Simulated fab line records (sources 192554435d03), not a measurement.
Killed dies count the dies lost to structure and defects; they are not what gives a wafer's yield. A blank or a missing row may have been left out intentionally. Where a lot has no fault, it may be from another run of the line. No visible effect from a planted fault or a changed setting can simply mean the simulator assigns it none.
Split-lot study || flow n5_finfet || 7 lots, 21 wafers read, on a route of 1938 steps

THE SPLIT ITSELF
At N5_BEOL_M4_EXPOSE_25 (exposes mask V3, defocus 5 nm), the setting dose_mj was moved away from the recipe's 63 on 6 of the 21 wafers read, by +3.1% to +5.3%. For the rest of the wafers, this setting stayed at what the recipe calls for.

FROM THE SPLIT TO THE READING: what the file shows between them, 2 steps
- N5_BEOL_M4_PEB_26: peb time 60 s
- N5_BEOL_M4_DEVELOP_27: develop time 30 s

THE READING
cd_nm, in nm, at N5_BEOL_M4_CD_MEAS_28 (target cd 26.2 nm, target cd y 24.1 nm). Typical for fault-free wafers on this fab line: 26.17 nm, with standard deviation 0.23 nm.

{"wafer": "L078.1", "tool, chamber at the split": "euv_scanner-01, 0", "dose_mj as run": 66.37, "against the recipe": "+5.3%", "cd_nm, nm": 27.19, "against lot-mates on the recipe": "+0.69"}
{"wafer": "L078.3", "tool, chamber at the split": "euv_scanner-01, 0", "dose_mj as run": 66.37, "against the recipe": "+5.3%", "cd_nm, nm": 27.02, "against lot-mates on the recipe": "+0.52"}
{"wafer": "L078.6", "tool, chamber at the split": "euv_scanner-01, 0", "dose_mj as run": 63, "against the recipe": "recipe", "cd_nm, nm": 26.50, "against lot-mates on the recipe": "-"}
{"wafer": "L083.1", "tool, chamber at the split": "euv_scanner-02, 0", "dose_mj as run": 63, "against the recipe": "recipe", "cd_nm, nm": 26.12, "against lot-mates on the recipe": "-"}
{"wafer": "L083.2", "tool, chamber at the split": "euv_scanner-02, 0", "dose_mj as run": 63, "against the recipe": "recipe", "cd_nm, nm": 26.29, "against lot-mates on the recipe": "-"}
{"wafer": "L083.6", "tool, chamber at the split": "euv_scanner-02, 0", "dose_mj as run": 63, "against the recipe": "recipe", "cd_nm, nm": 26.07, "against lot-mates on the recipe": "-"}
{"wafer": "L088.4", "tool, chamber at the split": "euv_scanner-01, 0", "dose_mj as run": 65.63, "against the recipe": "+4.2%", "cd_nm, nm": 27.06, "against lot-mates on the recipe": "+0.94"}
{"wafer": "L088.5", "tool, chamber at the split": "euv_scanner-01, 0", "dose_mj as run": 65.63, "against the recipe": "+4.2%", "cd_nm, nm": 27.35, "against lot-mates on the recipe": "+1.23"}
{"wafer": "L088.6", "tool, chamber at the split": "euv_scanner-01, 0", "dose_mj as run": 63, "against the recipe": "recipe", "cd_nm, nm": 26.12, "against lot-mates on the recipe": "-"}
{"wafer": "L089.1", "tool, chamber at the split": "euv_scanner-01, 0", "dose_mj as run": 63, "against the recipe": "recipe", "cd_nm, nm": 26.11, "against lot-mates on the recipe": "-"}
{"wafer": "L089.3", "tool, chamber at the split": "euv_scanner-01, 0", "dose_mj as run": 63, "against the recipe": "recipe", "cd_nm, nm": 25.70, "against lot-mates on the recipe": "-"}
{"wafer": "L089.5", "tool, chamber at the split": "euv_scanner-01, 0", "dose_mj as run": 65.93, "against the recipe": "+4.7%", "cd_nm, nm": 26.57, "against lot-mates on the recipe": "+0.66"}
{"wafer": "L093.1", "tool, chamber at the split": "euv_scanner-02, 0", "dose_mj as run": 64.95, "against the recipe": "+3.1%", "cd_nm, nm": 26.86, "against lot-mates on the recipe": "+0.88"}
{"wafer": "L093.3", "tool, chamber at the split": "euv_scanner-02, 0", "dose_mj as run": 63, "against the recipe": "recipe", "cd_nm, nm": 25.91, "against lot-mates on the recipe": "-"}
{"wafer": "L093.6", "tool, chamber at the split": "euv_scanner-02, 0", "dose_mj as run": 63, "against the recipe": "recipe", "cd_nm, nm": 26.04, "against lot-mates on the recipe": "-"}
{"wafer": "L094.1", "tool, chamber at the split": "euv_scanner-02, 0", "dose_mj as run": 63, "against the recipe": "recipe", "cd_nm, nm": 25.76, "against lot-mates on the recipe": "-"}
{"wafer": "L094.2", "tool, chamber at the split": "euv_scanner-02, 0", "dose_mj as run": 63, "against the recipe": "recipe", "cd_nm, nm": 26.10, "against lot-mates on the recipe": "-"}
{"wafer": "L094.5", "tool, chamber at the split": "euv_scanner-02, 0", "dose_mj as run": 63, "against the recipe": "recipe", "cd_nm, nm": 25.84, "against lot-mates on the recipe": "-"}
{"wafer": "L096.1", "tool, chamber at the split": "euv_scanner-02, 0", "dose_mj as run": 63, "against the recipe": "recipe", "cd_nm, nm": 26.18, "against lot-mates on the recipe": "-"}
{"wafer": "L096.2", "tool, chamber at the split": "euv_scanner-02, 0", "dose_mj as run": 63, "against the recipe": "recipe", "cd_nm, nm": 26.05, "against lot-mates on the recipe": "-"}
{"wafer": "L096.5", "tool, chamber at the split": "euv_scanner-02, 0", "dose_mj as run": 63, "against the recipe": "recipe", "cd_nm, nm": 26.30, "against lot-mates on the recipe": "-"}

THE FIT
A straight line over all 21 wafers: cd_nm changes by +0.203 nm for each +1% of dose_mj; r = +0.88; the points scatter about the line by 0.24 nm.
The same after taking each lot's own level away (the mean of its wafers on the recipe; 21 wafers): +0.169 nm for each +1%; r = +0.86; scatter 0.21 nm.
According to that fit, moving dose_mj by its largest amount changes the reading by 0.9 nm.
Measured against the standard deviation above, the lots' own levels, which go from 25.900 to 26.500 nm, span 2.6 times it.
In other words, the slope is changed by the lot-to-lot level; the two fits disagree.
Check: with one of the wafers moved furthest among these (+5.3%) left out of the fit, the line predicts +0.995 nm for it against its lot-mates. Against them it came out at +0.69 nm.

THE OTHER SPLITS THESE WAFERS WENT THROUGH
Other splits were also applied to these wafers ahead of the reading. Each is held against what the fit with the lots' levels taken away leaves over:
{"other split on the same wafers": "N5_BEOL_M3_ETCH_64 time_s", "wafers away from the commonest value": 6, "r with cd_nm (lot level and that fit taken away)": -0.25}
{"other split on the same wafers": "N5_BEOL_M3_COAT_67 spin_rpm", "wafers away from the commonest value": 4, "r with cd_nm (lot level and that fit taken away)": -0.40}
{"other split on the same wafers": "N5_BEOL_M3_COAT_76 spin_rpm", "wafers away from the commonest value": 7, "r with cd_nm (lot level and that fit taken away)": "+0.10"}
{"other split on the same wafers": "N5_BEOL_M4_COAT_67 spin_rpm", "wafers away from the commonest value": 6, "r with cd_nm (lot level and that fit taken away)": "+0.03"}

THE FILE'S OWN FIT
cd_nm changes by +0.176 nm for each +1% of dose_mj, r = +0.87.
